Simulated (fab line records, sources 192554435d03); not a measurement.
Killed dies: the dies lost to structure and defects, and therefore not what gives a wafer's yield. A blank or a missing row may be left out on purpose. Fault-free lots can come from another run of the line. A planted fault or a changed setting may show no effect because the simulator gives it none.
fab line records	flow n5_finfet
record: lots: 7	wafers: 39
route steps=1938 shown ZERO_LAYER@4 FIN_SAQP@98 SD_EPI_N@288 SD_EPI_P@321 BEOL_M2@883 BEOL_M3@931
start_h: hours from the record's first day to the start of the lot's first wafer shown	wait_h: hours elapsed since this lot's preceding step	" same as the row above	L1.1+2: several wafers, shown together as one row	- either no value or no given start	* or withheld: withheld	< > ~ a bound
route shown NAME@n: NAME is a module with steps in the file, n the number in the route of the first one	usual: the fault-free wafers' mean and standard deviation	same: alike in all rows	chamber/n: place in a boat	sites: readings site by site	_std_site: how widely they spread, as a standard deviation	_edge_site: outer sites' mean less inner sites'	radius_mm: how far each site lies from the wafer's centre	mask NAME#n: copy n	behind: the most recent tool/chamber to have shaped the wafer	hold: cause of the lot's hold/its duration in hours/its outcome	device: whichever transistor did not switch (one of n, p or np)	end of line: the same wafers' tests at the end of the route	a step with no rows: only its recipe	killed: dies that structure and defects cost at the first sort, which is not the same as the wafer's yield	map: per-die view of a wafer (x killed, . not killed, _ where there is no die)
set.NAME: the setting as run; set.NAME@STEP: as run at that earlier step	model.NAME: the simulator's own value behind a step, which no gauge read
lots where settings were altered on purpose, with a table for each step and a row for each wafer
== steps ==
step: N5_ZERO_LAYER_PECVD_02
recipe: material: SiO2	target_thk_a: 100	temp_c: 400	precursor: SiH4/N2O	pressure_torr: 0.75	rf_w: 275	time_s: 6
lot.wafer	tool	chamber	start_h	wait_h	set.time_s	model.SiO2_of_ZERO_LAYER_PECVD_02.thk_nm
L075.1	pecvd-02	1	18.28	0.0	6	9.869
L075.2	"	0	"	"	4.922	8.129
L075.3	"	2	"	"	4.922	7.983
L075.4	"	1	"	"	6	9.927
L075.5	"	0	"	"	4.922	7.984
L075.6	"	2	"	"	6	9.932
L076.1	pecvd-02	0	24.28	0.0	6	9.954
L076.2	"	2	"	"	6	9.961
L076.3	"	1	"	"	6	10.11
L076.4	"	1	"	"	6	10.29
L076.5	"	2	"	"	6	10.08
L076.6	"	0	"	"	6	10.2
L078.1	pecvd-02	2	36.28	0.0	6	9.886
L078.2	"	0	"	"	2.828	4.473
L078.3	"	1	"	"	2.828	4.552
L078.4	"	1	"	"	6	10.1
L078.5	"	2	"	"	6	10.04
L078.6	"	0	"	"	2.828	4.579
L082.1	pecvd-01	0	60.28	0.0	6	9.977
L082.3	"	2	"	"	6	10
L082.4	"	1	"	"	6	10.17
L085.1	pecvd-04	2	78.32	0.0	6	9.927
L085.2	"	1	"	"	9.075	15.02
L085.3	"	0	"	"	6	10.08
L085.4	"	1	"	"	9.075	15.4
L085.5	"	0	"	"	6	10.17
L085.6	"	2	"	"	9.075	15.17
L092.1	pecvd-01	2	120.29	0.0	6	9.725
L092.2	"	0	"	"	6	9.793
L092.3	"	1	"	"	6	10.09
L092.4	"	1	"	"	8.068	13.58
L092.5	"	0	"	"	8.068	13.67
L092.6	"	2	"	"	8.068	13.14
L094.1	pecvd-04	1	132.28	0.0	3.499	5.547
L094.2	"	0	"	"	3.499	5.865
L094.3	"	2	"	"	6	9.537
L094.4	"	1	"	"	6	10.08
L094.5	"	0	"	"	3.499	5.878
L094.6	"	2	"	"	6	9.712
step: N5_FIN_SAQP_PECVD_47
recipe: material: a-Si	target_thk_a: 450	temp_c: 400	precursor: SiH4/He	pressure_torr: 3	rf_w: 100	time_s: 36.3
lot.wafer	tool	chamber	start_h	wait_h	set.time_s	model.a-Si_of_FIN_SAQP_PECVD_47.thk_nm
L075.1	pecvd-01	2	27.87	0.0	36.3	44.58
L075.2	"	1	"	"	36.3	44.35
L075.3	"	0	"	"	36.3	44.63
L075.4	"	1	"	"	36.3	45.19
L075.5	"	2	"	"	36.3	44.83
L075.6	"	0	"	"	36.3	45.12
L076.1	pecvd-03	1	33.11	0.0	23.34	28.31
L076.2	"	0	"	"	36.3	44.45
L076.3	"	0	"	"	36.3	44.91
L076.4	"	1	"	"	23.34	28.36
L076.5	"	1	"	"	23.34	28.24
L076.6	"	0	"	"	36.3	44.41
L078.1	pecvd-01	0	46.35	0.0	36.3	44.59
L078.2	"	1	"	"	51.53	64.1
L078.3	"	2	"	"	51.53	63.72
L078.4	"	1	"	"	36.3	45.74
L078.5	"	0	"	"	51.53	64.7
L078.6	"	2	"	"	36.3	45.24
L082.1	pecvd-03	1	69.22	0.0	36.3	44.57
L082.3	"	0	"	"	36.3	44.45
L082.4	"	1	"	"	36.3	45.08
L085.1	pecvd-02	1	87.68	0.0	45.28	56.7
L085.2	"	2	"	"	36.3	46.38
L085.3	"	0	"	"	36.3	44.2
L085.4	"	0	"	"	45.28	56.47
L085.5	"	2	"	"	45.28	58.74
L085.6	"	1	"	"	36.3	45.74
L092.1	pecvd-02	1	128.50	0.0	36.3	45.28
L092.2	"	2	"	"	36.3	46.18
L092.3	"	0	"	"	26.97	32.15
L092.4	"	1	"	"	36.3	45.97
L092.5	"	0	"	"	26.97	33.1
L092.6	"	2	"	"	26.97	34.62
L094.1	pecvd-03	1	141.01	0.0	36.3	44.72
L094.2	"	0	"	"	36.3	44.03
L094.3	"	2	"	"	36.3	44.2
L094.4	"	2	"	"	20.82	25.19
L094.5	"	1	"	"	20.82	25.17
L094.6	"	0	"	"	20.82	24.9
step: N5_FIN_SAQP_PECVD_48
recipe: material: SiNx	target_thk_a: 250	temp_c: 400	precursor: SiH4/NH3/N2	pressure_torr: 1.5	rf_w: 300	time_s: 22.1
step: N5_FIN_SAQP_PECVD_06
recipe: material: a-Si	target_thk_a: 600	temp_c: 400	precursor: SiH4/He	pressure_torr: 3	rf_w: 100	time_s: 48.1
step: N5_FIN_SAQP_ETCH_57
recipe: chemistry: CH3F/O2	target: SiNx	mask_material: SiO2	target_depth_a: 325	time_s: 46.4	pressure_mtorr: 30	source_w: 395	bias_w: 73	Ar_flow_sccm: 150	CH3F_flow_sccm: 30	O2_flow_sccm: 20	ion_energy_ev: 120	ends: cleared
step: N5_FIN_SAQP_ETCH_65
recipe: chemistry: CF4	target: SiO2	target_depth_a: 40	ion_energy_ev: 350	time_s: 4.4	pressure_mtorr: 10	icp_w: 800	bias_w: 400	cf4_flow_sccm: 80
step: N5_FIN_SAQP_MANDREL_ETCH_58
recipe: chemistry: HBr/Cl2	target: a-Si	target_depth_a: 450	bt_time_s: 10	stop_on: SiNx	mask_material: SiO2	over_etch_frac: 0.8	time_s: 27	pressure_mtorr: 10	icp_w: 800	bias_w: 75	HBr_flow_sccm: 150	Cl2_flow_sccm: 80	ends: end_point
usual: oes_product_au: 0.700/0.011
lot.wafer	tool	chamber	start_h	wait_h	set.time_s@FIN_SAQP_PECVD_47	oes_product_au	model.etch.depth_nm
L075.1	rie_si-04	2	30.94	0.0	36.3	0.678	44.58
L075.2	"	0	"	"	36.3	0.693	44.35
L075.3	"	3	"	"	36.3	0.702	44.63
L075.4	"	1	"	"	36.3	0.683	45.19
L075.5	"	2	"	"	36.3	0.678	44.83
L075.6	"	1	"	"	36.3	0.690	45.12
L076.1	rie_si-04	1	36.62	0.0	23.34	0.544	28.31
L076.2	"	0	"	"	36.3	0.699	44.45
L076.3	"	2	"	"	36.3	0.678	44.91
L076.4	"	3	"	"	23.34	0.567	28.36
L076.5	"	2	"	"	23.34	0.547	28.24
L076.6	"	1	"	"	36.3	0.685	44.41
L078.1	rie_si-03	2	51.33	0.0	36.3	0.683	44.59
L078.2	"	0	"	"	51.53	0.857	64.1
L078.3	"	3	"	"	51.53	0.831	63.72
L078.4	"	1	"	"	36.3	0.706	45.74
L078.5	"	0	"	"	51.53	0.861	64.7
L078.6	"	1	"	"	36.3	0.701	45.24
L082.1	rie_si-01	2	72.36	0.0	36.3	0.701	44.57
L082.3	"	3	"	"	36.3	0.694	44.45
L082.4	"	0	"	"	36.3	0.704	45.08
L085.1	rie_si-01	3	90.80	0.0	45.28	0.799	56.7
L085.2	"	2	"	"	36.3	0.721	46.38
L085.3	"	0	"	"	36.3	0.708	44.2
L085.4	"	1	"	"	45.28	0.803	56.47
L085.5	"	0	"	"	45.28	0.819	58.74
L085.6	"	3	"	"	36.3	0.711	45.74
L092.1	rie_si-04	0	131.44	0.0	36.3	0.707	45.28
L092.2	"	1	"	"	36.3	0.692	46.18
L092.3	"	3	"	"	26.97	0.598	32.15
L092.4	"	1	"	"	36.3	0.691	45.97
L092.5	"	3	"	"	26.97	0.604	33.1
L092.6	"	0	"	"	26.97	0.617	34.62
L094.1	rie_si-01	0	144.59	0.0	36.3	0.711	44.72
L094.2	"	2	"	"	36.3	0.704	44.03
L094.3	"	1	"	"	36.3	0.693	44.2
L094.4	"	3	"	"	20.82	0.537	25.19
L094.5	"	0	"	"	20.82	0.548	25.17
L094.6	"	3	"	"	20.82	0.534	24.9
step: N5_SD_EPI_N_EPI_21
recipe: material: Si:P	dopant: P	temp_c: 680	pressure_torr: 255	time_s: 690
lot.wafer	tool	chamber	start_h	wait_h	set.epi_growth_time_s	model.Si-P_of_SD_EPI_N_EPI_21.thk_nm
L075.1	epi_rpcvd-01	0	56.39	0.1	690	58.8
L075.2	"	0	"	"	690	59
L075.3	"	0	"	"	1047	81.4
L075.4	"	0	"	"	690	59.6
L075.5	"	0	"	"	1047	79.2
L075.6	"	0	"	"	1047	79.8
L076.1+4	epi_rpcvd-01	0	63.09	0.1	690	59.2
L076.2+6	"	0	"	"	690	59
L076.3	"	0	"	"	690	60
L076.5	"	0	"	"	690	60.2
L078.1	epi_rpcvd-02	0	77.24	0.3	944.9	73.8
L078.2	"	0	"	"	690	59.6
L078.3	"	0	"	"	944.9	73.6
L078.4	"	0	"	"	944.9	74.4
L078.5+6	"	0	"	"	690	58.8
L082.1+3	epi_rpcvd-01	0	97.88	0.1	690	59.4
L082.4	"	0	"	"	690	59
L085.1	epi_rpcvd-01	0	122.51	0.2	558.5	51
L085.2+5	"	0	"	"	558.5	51.2
L085.3	"	0	"	"	690	59
L085.4+6	"	0	"	"	690	59.2
L092.1	epi_rpcvd-01	0	158.88	0.2	690	59
L092.2+4	"	0	"	"	381.8	35.4
L092.3+5	"	0	"	"	690	59.4
L092.6	"	0	160.74	1.9	381.8	35
L094.1	epi_rpcvd-01	0	169.93	0.2	927.5	71.8
L094.2	"	0	"	"	690	59.4
L094.3	"	0	"	"	927.5	72
L094.4	"	0	"	"	690	58
L094.5	"	0	"	"	927.5	72.4
L094.6	"	0	"	"	690	58.2
step: N5_SD_EPI_N_EPI_MEAS_23
recipe: mode: xrd
usual: thk_nm: 59.0/1.1
lot.wafer	tool	chamber	start_h	wait_h	set.epi_growth_time_s@SD_EPI_N_EPI_21	thk_nm
L075.1	film_metro-02	-	58.11	1.4	690	57.7
L075.2	"	-	"	"	690	59.9
L075.3	"	-	"	"	1047	80.4
L075.4	"	-	"	"	690	60.6
L075.5	"	-	"	"	1047	78.4
L075.6	"	-	"	"	1047	80.4
L076.1	film_metro-02	-	64.82	1.5	690	60.8
L076.2	"	-	"	"	690	61.4
L076.3	"	-	"	"	690	59.7
L076.4	"	-	"	"	690	59.4
L076.5	"	-	"	"	690	59.6
L076.6	"	-	"	"	690	59.5
L078.1	film_metro-02	-	80.26	2.5	944.9	74.1
L078.2	"	-	"	"	690	59.7
L078.3	"	-	"	"	944.9	72.3
L078.4	"	-	"	"	944.9	74.9
L078.5	"	-	"	"	690	56.9
L078.6	"	-	"	"	690	61.4
L082.1	film_metro-01	-	99.60	1.4	690	59.9
L082.3	"	-	"	"	690	58.2
L082.4	"	-	"	"	690	59.6
L085.1	film_metro-01	-	124.80	1.9	558.5	50.2
L085.2	"	-	"	"	558.5	51.3
L085.3	"	-	"	"	690	56.9
L085.4	"	-	"	"	690	58.7
L085.5	"	-	"	"	558.5	50.3
L085.6	"	-	"	"	690	59.4
L092.1	film_metro-01	-	161.15	1.9	690	60.4
L092.2	"	-	"	"	381.8	36.3
L092.3	"	-	"	"	690	59.4
L092.4	"	-	"	"	381.8	37.9
L092.5	"	-	"	"	690	60.3
L092.6	"	-	"	"	381.8	32.2
L094.1	film_metro-01	-	172.21	1.9	927.5	70.9
L094.2	"	-	"	"	690	59.3
L094.3	"	-	"	"	927.5	70.9
L094.4	"	-	"	"	690	56.9
L094.5	"	-	"	"	927.5	70.8
L094.6	"	-	"	"	690	57.6
step: N5_SD_EPI_P_EPI_21
recipe: material: SiGe:B	dopant: B	temp_c: 550	pressure_torr: 20	ambient: H2	time_s: 355
lot.wafer	tool	chamber	start_h	wait_h	set.time_s	model.SiGe-B_of_SD_EPI_P_EPI_21.thk_nm
L075.1	epi_rpcvd-04	0	60.51	0.1	207.1	38.6
L075.2	"	0	"	"	355	60.8
L075.3	"	0	"	"	355	61.2
L075.4	"	0	"	"	207.1	38.4
L075.5	"	0	"	"	207.1	38.8
L075.6	"	0	"	"	355	61.4
L076.1	epi_rpcvd-04	0	67.22	0.1	279.6	52.4
L076.2	"	0	"	"	279.6	52.8
L076.3	"	0	"	"	355	60.6
L076.4	"	0	"	"	355	61.2
L076.5	"	0	"	"	355	61.6
L076.6	"	0	"	"	279.6	52.6
L078.1+2+4+6	epi_rpcvd-01	0	82.54	0.1	355	62
L078.3+5	"	0	"	"	355	61.6
L082.1	epi_rpcvd-04	0	102.08	0.1	355	60.2
L082.3	"	0	"	"	355	61
L082.4	"	0	"	"	355	61.2
L085.1+6	epi_rpcvd-03	0	127.19	0.1	245	45.8
L085.2	"	0	"	"	245	45.6
L085.3+4	"	0	"	"	355	61.2
L085.5	"	0	"	"	355	61.4
L092.1	epi_rpcvd-01	0	164.00	0.2	355	60.4
L092.2	"	0	"	"	355	61.2
L092.3	"	0	"	"	355	61.4
L092.4	"	0	"	"	355	61.6
L092.5+6	"	0	"	"	355	61.8
L094.1+5	epi_rpcvd-01	0	174.73	0.2	355	60.2
L094.2+4	"	0	"	"	355	60.4
L094.3	"	0	"	"	355	60.8
L094.6	"	0	177.13	2.4	355	61
step: N5_SD_EPI_P_EPI_MEAS_23
recipe: mode: xrd
usual: thk_nm: 61.0/1.3
lot.wafer	tool	chamber	start_h	wait_h	set.time_s@SD_EPI_P_EPI_21	thk_nm
L075.1	film_metro-01	-	62.70	1.9	207.1	39.8
L075.2	"	-	"	"	355	60.7
L075.3	"	-	"	"	355	61.6
L075.4	"	-	"	"	207.1	37.7
L075.5	"	-	"	"	207.1	39.9
L075.6	"	-	"	"	355	62.8
L076.1	film_metro-01	-	69.43	1.9	279.6	54.3
L076.2	"	-	"	"	279.6	54.1
L076.3	"	-	"	"	355	61.1
L076.4	"	-	"	"	355	61.9
L076.5	"	-	"	"	355	63.2
L076.6	"	-	"	"	279.6	51.3
L078.1	film_metro-02	-	84.73	1.8	355	63.0
L078.2	"	-	"	"	355	61.4
L078.3	"	-	"	"	355	60.9
L078.4	"	-	"	"	355	62.4
L078.5	"	-	"	"	355	60.6
L078.6	"	-	"	"	355	61.6
L082.1	film_metro-02	-	104.28	1.8	355	61.5
L082.3	"	-	"	"	355	61.1
L082.4	"	-	"	"	355	60.9
L085.1	film_metro-02	-	129.39	1.9	245	44.1
L085.2	"	-	"	"	245	46.0
L085.3	"	-	"	"	355	59.9
L085.4	"	-	"	"	355	60.2
L085.5	"	-	"	"	355	60.3
L085.6	"	-	"	"	245	45.2
L092.1	film_metro-01	-	166.91	2.4	355	62.7
L092.2	"	-	"	"	355	61.9
L092.3	"	-	"	"	355	60.4
L092.4	"	-	"	"	355	61.6
L092.5	"	-	"	"	355	63.4
L092.6	"	-	"	"	355	63.3
L094.1	film_metro-01	-	177.65	2.4	355	60.4
L094.2	"	-	"	"	355	61.4
L094.3	"	-	"	"	355	60.7
L094.4	"	-	"	"	355	59.7
L094.5	"	-	"	"	355	60.8
L094.6	"	-	"	"	355	60.6
step: N5_SD_EPI_P_HM_STRIP_48
recipe: chemistry: H3PO4	temp_c: 160	material: SiNx	target: SiNx	target_depth_a: 30	overetch_fraction: 0.3
lot.wafer	tool	chamber	start_h	wait_h	set.epi_growth_time_s@SD_EPI_N_EPI_21	model.Si-P_of_SD_EPI_N_EPI_21.thk_nm
L075.1	wet_bench-04	1	62.74	0.0	690	58.2
L075.2	"	0	"	"	690	58.4
L075.3	"	7	"	"	1047	80.4
L075.4	"	6	"	"	690	59
L075.5	"	3	"	"	1047	78.4
L075.6	"	2	"	"	1047	79
L076.1+4	wet_bench-03	0,6	69.47	0.0	690	58.6
L076.2	"	4	"	"	690	58.4
L076.3	"	3	"	"	690	59.4
L076.5	"	5	"	"	690	59.6
L076.6	"	7	"	"	690	58.2
L078.1	wet_bench-03	6	84.77	0.0	944.9	73
L078.2	"	5	"	"	690	59
L078.3	"	1	"	"	944.9	72.8
L078.4	"	2	"	"	944.9	73.6
L078.5	"	7	"	"	690	58.2
L078.6	"	0	"	"	690	58
L082.1+3	wet_bench-02	1,2	104.31	0.0	690	58.8
L082.4	"	4	"	"	690	58.2
L085.1	wet_bench-02	7	129.42	0.0	558.5	50.4
L085.2	"	5	"	"	558.5	50.8
L085.3	"	0	"	"	690	58.2
L085.4+6	"	4,3	"	"	690	58.6
L085.5	"	6	"	"	558.5	50.6
L092.1	wet_bench-02	0	166.95	0.0	690	58.2
L092.2+4	"	2,5	"	"	381.8	35
L092.3+5	"	4,3	"	"	690	58.8
L092.6	"	1	"	"	381.8	34.6
L094.1	wet_bench-02	3	177.69	0.0	927.5	71
L094.2	"	1	"	"	690	58.8
L094.3	"	5	"	"	927.5	71.2
L094.4	"	2	"	"	690	57.2
L094.5	"	4	"	"	927.5	71.6
L094.6	"	6	"	"	690	57.6
step: N5_BEOL_M2_ETCHBACK_99
recipe: chemistry: CHF3	target: SiO2	target_depth_a: 50	time_s: 10.4	source_w: 215	bias_w: 47	Ar_flow_sccm: 200	CHF3_flow_sccm: 12	ion_energy_ev: 100	pressure_mtorr: 30
lot.wafer	tool	chamber	start_h	wait_h	set.target_depth_a	model.CAR-EUV_of_BEOL_M2_COAT_22.thk_nm
L075.1	rie_diel-06	0	138.19	5.2	50	10.4
L075.2	"	3	"	"	50	10.2
L075.3	"	2	"	"	50	10
L075.4+5+6	"	1,1,2	"	"	34.34	10.4
L076.1+3+6	rie_diel-06	3,2,2	143.10	2.4	74.3	10
L076.2+4+5	"	0,1,1	"	"	50	10.4
L078.1	rie_diel-02	3	159.02	2.7	50	10.2
L078.2+4	"	2,1	"	"	50	10.4
L078.3+5+6	"	0,0,3	"	"	66.84	10.2
L082.1	rie_diel-02	1	182.19	1.9	50	10.2
L082.3+4	"	2,0	"	"	50	10.4
L085.1+3+5	rie_diel-05	2,1,1	213.71	2.0	37.32	10.6
L085.2+4	"	0,2	"	"	50	10.6
L085.6	"	0	"	"	50	10.4
L092.1+4+6	rie_diel-05	0,1,3	250.97	7.0	78.73	10
L092.2+3+5	"	2,3,0	"	"	50	10.4
L094.1+2	rie_diel-02	0,3	260.63	0.3	50	10.6
L094.3+4+5	"	2,1,0	"	"	29.2	11
L094.6	"	1	"	"	50	10.4
step: N5_BEOL_M3_ILD_DEP_00
recipe: material: SiOC	target_thk_a: 790	temp_c: 350	precursor: DEMS/O2	pressure_torr: 5	rf_w: 500	time_s: 15.3
lot.wafer	tool	chamber	start_h	wait_h	set.time_s	model.SiOC_of_BEOL_M3_ILD_DEP_00.thk_nm
L075.1	pecvd-03	0	142.45	0.0	15.3	78.6
L075.2	"	2	"	"	15.3	78
L075.3	"	1	"	"	15.3	77.4
L075.4	"	2	"	"	15.3	79.6
L075.5	"	0	"	"	15.3	79.8
L075.6	"	1	"	"	15.3	78.4
L076.1	pecvd-03	1	148.16	0.0	15.3	78
L076.2	"	2	"	"	15.3	77.6
L076.3	"	0	"	"	15.3	77.4
L076.4+6	"	0,1	"	"	15.3	78.2
L076.5	"	2	"	"	15.3	78.6
L078.1	pecvd-02	0	176.35	0.0	19.44	100.2
L078.2	"	1	"	"	15.3	78.2
L078.3	"	2	"	"	15.3	79
L078.4	"	1	"	"	19.44	101.6
L078.5	"	0	"	"	19.44	101.4
L078.6	"	2	"	"	15.3	79.8
L082.1	pecvd-04	2	187.18	0.0	15.3	78
L082.3	"	0	"	"	15.3	78.8
L082.4	"	1	"	"	15.3	79.4
L085.1	pecvd-04	0	217.90	0.0	15.3	78.2
L085.2	"	1	"	"	15.3	76.2
L085.3	"	2	"	"	18.91	96.2
L085.4	"	0	"	"	15.3	79.4
L085.5	"	1	"	"	18.91	97.4
L085.6	"	2	"	"	18.91	97.8
L092.1	pecvd-02	0	255.78	0.0	12.36	63.8
L092.2	"	2	"	"	15.3	78.2
L092.3	"	2	"	"	15.3	79.8
L092.4	"	0	"	"	15.3	80
L092.5	"	2	"	"	12.36	64.2
L092.6	"	0	"	"	12.36	65
L094.1	pecvd-04	2	264.79	0.0	15.3	78.4
L094.2	"	0	"	"	15.3	79
L094.3	"	1	"	"	15.3	77.8
L094.4	"	1	"	"	15.3	78.6
L094.5	"	2	"	"	15.3	79.2
L094.6	"	0	"	"	15.3	80.2
step: N5_BEOL_M3_THK_MEAS_01
recipe: reads: SiOC_of_BEOL_M3_ILD_DEP_00
usual: M3_ILD_THK: 79.0/0.98
lot.wafer	tool	chamber	start_h	wait_h	set.time_s@BEOL_M3_ILD_DEP_00	M3_ILD_THK[nm]
L075.1	film_metro-02	-	142.52	0.0	15.3	78.7
L075.2	"	-	"	"	15.3	78.1
L075.3	"	-	"	"	15.3	77.5
L075.4	"	-	"	"	15.3	79.6
L075.5	"	-	"	"	15.3	79.7
L075.6	"	-	"	"	15.3	78.3
L076.1	film_metro-02	-	148.23	0.0	15.3	78.1
L076.2	"	-	"	"	15.3	77.6
L076.3	"	-	"	"	15.3	77.5
L076.4	"	-	"	"	15.3	78.2
L076.5	"	-	"	"	15.3	78.5
L076.6	"	-	"	"	15.3	78.2
L078.1	film_metro-02	-	176.42	0.0	19.44	100.2
L078.2	"	-	"	"	15.3	78.2
L078.3	"	-	"	"	15.3	79.1
L078.4	"	-	"	"	19.44	101.6
L078.5	"	-	"	"	19.44	101.5
L078.6	"	-	"	"	15.3	79.9
L082.1	film_metro-01	-	187.24	0.0	15.3	78.0
L082.3	"	-	"	"	15.3	78.7
L082.4	"	-	"	"	15.3	79.4
L085.1	film_metro-02	-	217.97	0.0	15.3	78.2
L085.2	"	-	"	"	15.3	76.2
L085.3	"	-	"	"	18.91	96.1
L085.4	"	-	"	"	15.3	79.4
L085.5	"	-	"	"	18.91	97.3
L085.6	"	-	"	"	18.91	97.9
L092.1	film_metro-02	-	255.86	0.1	12.36	63.8
L092.2	"	-	"	"	15.3	78.2
L092.3	"	-	"	"	15.3	79.9
L092.4	"	-	"	"	15.3	80.1
L092.5	"	-	"	"	12.36	64.2
L092.6	"	-	"	"	12.36	65.0
L094.1	film_metro-01	-	264.86	0.0	15.3	78.4
L094.2	"	-	"	"	15.3	79.1
L094.3	"	-	"	"	15.3	77.7
L094.4	"	-	"	"	15.3	78.7
L094.5	"	-	"	"	15.3	79.2
L094.6	"	-	"	"	15.3	80.1
== key ==
split: step: N5_ZERO_LAYER_PECVD_02	setting: time_s	stated: 6	by: wafer
response: step: N5_ZERO_LAYER_PECVD_02	reading: model.SiO2_of_ZERO_LAYER_PECVD_02.thk_nm	change: +0.101	per: 1%	r: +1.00
split: step: N5_FIN_SAQP_PECVD_47	setting: time_s	stated: 36.3	by: wafer
response: step: N5_FIN_SAQP_PECVD_47	reading: model.a-Si_of_FIN_SAQP_PECVD_47.thk_nm	change: +0.459	per: 1%	r: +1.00
response: step: N5_FIN_SAQP_MANDREL_ETCH_58	reading: oes_product_au	change: +0.00373	per: 1%	r: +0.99
response: step: N5_FIN_SAQP_MANDREL_ETCH_58	reading: model.etch.depth_nm	change: +0.459	per: 1%	r: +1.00
split: step: N5_SD_EPI_N_EPI_21	setting: epi_growth_time_s	stated: 690	by: wafer
response: step: N5_SD_EPI_N_EPI_21	reading: model.Si-P_of_SD_EPI_N_EPI_21.thk_nm	change: +0.439	per: 1%	r: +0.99
response: step: N5_SD_EPI_N_EPI_MEAS_23	reading: thk_nm	change: *	per: 1%	r: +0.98
response: step: N5_SD_EPI_P_HM_STRIP_48	reading: model.Si-P_of_SD_EPI_N_EPI_21.thk_nm	change: +0.434	per: 1%	r: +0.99
split: step: N5_SD_EPI_P_EPI_21	setting: time_s	stated: 355	by: wafer
response: step: N5_SD_EPI_P_EPI_21	reading: model.SiGe-B_of_SD_EPI_P_EPI_21.thk_nm	change: +0.509	per: 1%	r: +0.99
response: step: N5_SD_EPI_P_EPI_MEAS_23	reading: thk_nm	change: *	per: 1%	r: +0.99
split: step: N5_BEOL_M2_ETCHBACK_99	setting: target_depth_a	stated: 50	by: wafer
response: step: N5_BEOL_M2_ETCHBACK_99	reading: model.CAR-EUV_of_BEOL_M2_COAT_22.thk_nm	change: -0.00732	per: 1%	r: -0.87
split: step: N5_BEOL_M3_ILD_DEP_00	setting: time_s	stated: 15.3	by: wafer
response: step: N5_BEOL_M3_ILD_DEP_00	reading: model.SiOC_of_BEOL_M3_ILD_DEP_00.thk_nm	change: +0.807	per: 1%	r: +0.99
response: step: N5_BEOL_M3_THK_MEAS_01	reading: M3_ILD_THK	change: +0.807	per: 1%	r: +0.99
